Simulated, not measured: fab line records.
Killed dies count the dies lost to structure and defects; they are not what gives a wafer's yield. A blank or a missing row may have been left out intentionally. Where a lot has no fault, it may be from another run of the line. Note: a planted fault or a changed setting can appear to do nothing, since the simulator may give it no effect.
Comparing a struck lot with a sound one / flow n5Finfet / 23 out of 1938 route steps
Sound: these wafers, L933.1, L933.2, L933.5. Wafers L930.1, L930.5, L930.6 were the ones struck. The cause is named last.
At each step with rows: each side's tool, then ch and its chambers, then its first start. Under that, the readings that differ: sound wafers / struck wafers / difference of the means / sigmas: that difference in standard deviations of wafers without a fault.
alike: same words and numbers on both sides, and readings whose means sit less than 2 such deviations apart. not compared: any withheld reading, any reading some wafer has no value for, any bound like >300 that may hide the same value, and any number with overlapping values for which the record gives no deviation.
A row with sigmas, a row that says differs or no value, or rows on one side alone: a step with any of these is where the two part. Non-overlapping numbers with no deviation appear without sigmas and do not part them. A reading missing from all wafers of one side parts the sides only when that side holds two or more wafers.

first, 11 steps without rows for these wafers: N5_FIN_SAQP_STRIP_74 (strips in CHF3/O2); N5_FIN_SAQP_MANDREL_ETCH_22 (etches a-Si in HBr/Cl2, stops on SiNx, target depth 60 nm, bt time 10 s, time 30 s); N5_FIN_SAQP_STRIP_55 (strips in N2/H2); N5_FIN_SAQP_STRIP_23 (strips in SPM, time 750 s); N5_FIN_SAQP_SRD_66 (time 30 s); N5_FIN_SAQP_RECESS_75 (chemistry HF/NH3, target SiO2, target depth 14.4 nm, afs cycles 3, sublimation time 60 s); N5_FIN_SAQP_SPACER1_ALD_24 (deposits SiO2, target thk 20.3 nm, pulse time 1 s, purge time 2 s); N5_FIN_SAQP_SPACER1_ETCHBACK_25 (etches SiO2 in CHF3/O2, target depth 24.4 nm, time 12.2 s); N5_FIN_SAQP_MANDREL1_REMOVE_56 (chemistry HBr/Cl2/O2, target a-Si, stops on SiNx, bt time 10 s); N5_FIN_SAQP_ETCH_57 (etches SiNx in CH3F/O2, target depth 32.5 nm, time 46.4 s); N5_FIN_SAQP_ETCH_65 (etches SiO2 in CF4, target depth 4 nm, time 4.4 s).
N5_FIN_SAQP_MANDREL_ETCH_58: etches a-Si in HBr/Cl2, stops on SiNx, target depth 45 nm, bt time 10 s, time 27 s.
  sound on rieSi-02 ch 1,3, day 7 05:59; struck on rieSi-06 ch 2,3, day 6 12:20
  no value came back on the struck wafers for any of 5 readings (HBr_flow_sccm (sccm), biasW (W) and others); on the sound wafers HBr_flow_sccm (sccm) reads 150.2 149.3 149.4
  not compared: rfHoursCounterH
then, 2 steps without rows for these wafers: N5_FIN_SAQP_RECESS_63 (chemistry HF/NH3, target SiO2, target depth 18 nm, afs cycles 3, sublimation time 60 s); N5_FIN_SAQP_COAT_68 (time 60 s, resist thk 100 nm).
N5_FIN_SAQP_ETCH_69: etches SOC in N2/H2, stops on SiNx, target depth 150 nm.
  sound on rieDiel-03 ch 1,3, day 7 06:31; struck on rieDiel-02 ch 2,3, day 6 12:59
reading=oesProductAu (a.u.); sound=0.92 0.84 0.85; struck=0.31 0.32 0.26; difference=-0.57; sigmas=-6
  alike: biasW, chamberPressureMTorr, drypumpMotorCurrentA, rfVppV, showerheadPlenumPTorr, throttleValvePct
  not compared: rfHoursCounterH
N5_FIN_SAQP_ETCH_67: etches SiNx in CH3F/O2, target depth 30 nm.
  sound on rieDiel-03 ch 1,3, day 7 06:35; struck on rieDiel-02 ch 2,3, day 6 13:02
reading=oesProductAu (a.u.); sound=0.94 0.87 0.86; struck=0.31 0.31 0.26; difference=-0.60; sigmas=-6
  alike: CH3F_flow_sccm, O2_flow_sccm, drypumpMotorCurrentA, mfcArSccm, rfVppV, showerheadPlenumPTorr, throttleValvePct
  not compared: rfHoursCounterH
then, 3 steps without rows for these wafers: N5_FIN_SAQP_STRIP_70 (strips in N2/H2); N5_FIN_SAQP_RECESS_71 (chemistry HF/NH3, target SiO2, target depth 3 nm, afs cycles 1, sublimation time 60 s); N5_FIN_SAQP_SPACER2_ALD_28 (deposits SiO2, target thk 8.1 nm, pulse time 1 s, purge time 2 s).
N5_FIN_SAQP_SPACER2_ETCHBACK_29: etches SiO2 in CHF3/O2, target depth 12.2 nm, time 6.1 s.
  sound on rieDiel-02 ch 0,1,2, day 7 07:09; struck on rieDiel-02 ch 1,2,3, day 6 13:39
reading=oesProductAu (a.u.); sound=0.96 0.69 0.70; struck=0.31 0.25 0.26; difference=-0.51; sigmas=-5
  alike: drypumpMotorCurrentA, mfcArSccm, rfVppV, showerheadPlenumPTorr, throttleValvePct
  not compared: rfHoursCounterH
then, 1 step without rows for these wafers: N5_FIN_SAQP_MANDREL2_REMOVE_60 (chemistry HBr/Cl2/O2, target a-Si, stops on SiNx, bt time 10 s).
N5_BEOL_M4_RC_MEAS_101:
  the record has rows for the sound wafers here (prober-02 ch 0, day 13 12:07) and none for the struck ones
-- a jump in the record: the struck wafers' starts before and after are 11 days apart (it breaks off in module BEOL_M4 and resumes in module PASSIVATION, where the first step shown is number 1936 of the route) --
N5_PASSIVATION_PROBE_49:
  struck on prober-01, day 17 04:40; sound on prober-02, day 17 19:01
reading=defectLimitedYield (%); sound=92.5 91.9 93.8; struck=0 0 0; difference=-93; sigmas=-62
reading=killedAtFrontEnd; sound=52 54 31; struck=1131 1121 1105; difference=+1073; sigmas=+98
reading=killedDies; sound=89 95 73; struck=1180 1180 1180; difference=+1094; sigmas=+64
reading=killedOnRim; sound=12 12 10; struck=152 152 152; difference=+141; sigmas=+39
reading=sort_bin_5_function (%); sound=4.4 5.1 3.9; struck=96.6 96.9 95.9; difference=+92.0; sigmas=+99 or more
reading=sortNPass; sound=1091 1085 1107; struck=0 0 0; difference=-1094; sigmas=-64
reading=sortYieldPct (%); sound=92.5 91.9 93.8; struck=0 0 0; difference=-93; sigmas=-62
  alike: killed_at_M0_to_M3, killed_at_M4_up, killedAtContacts, killedAtOther, killedOpen, killedShort, sort_bin_6_memory, sort_bin_8_speed

== WHERE THEY PART ==
At N5_FIN_SAQP_MANDREL_ETCH_58 first; at N5_PASSIVATION_PROBE_49 last (within this record only).

WHY: what had been put in by the simulator
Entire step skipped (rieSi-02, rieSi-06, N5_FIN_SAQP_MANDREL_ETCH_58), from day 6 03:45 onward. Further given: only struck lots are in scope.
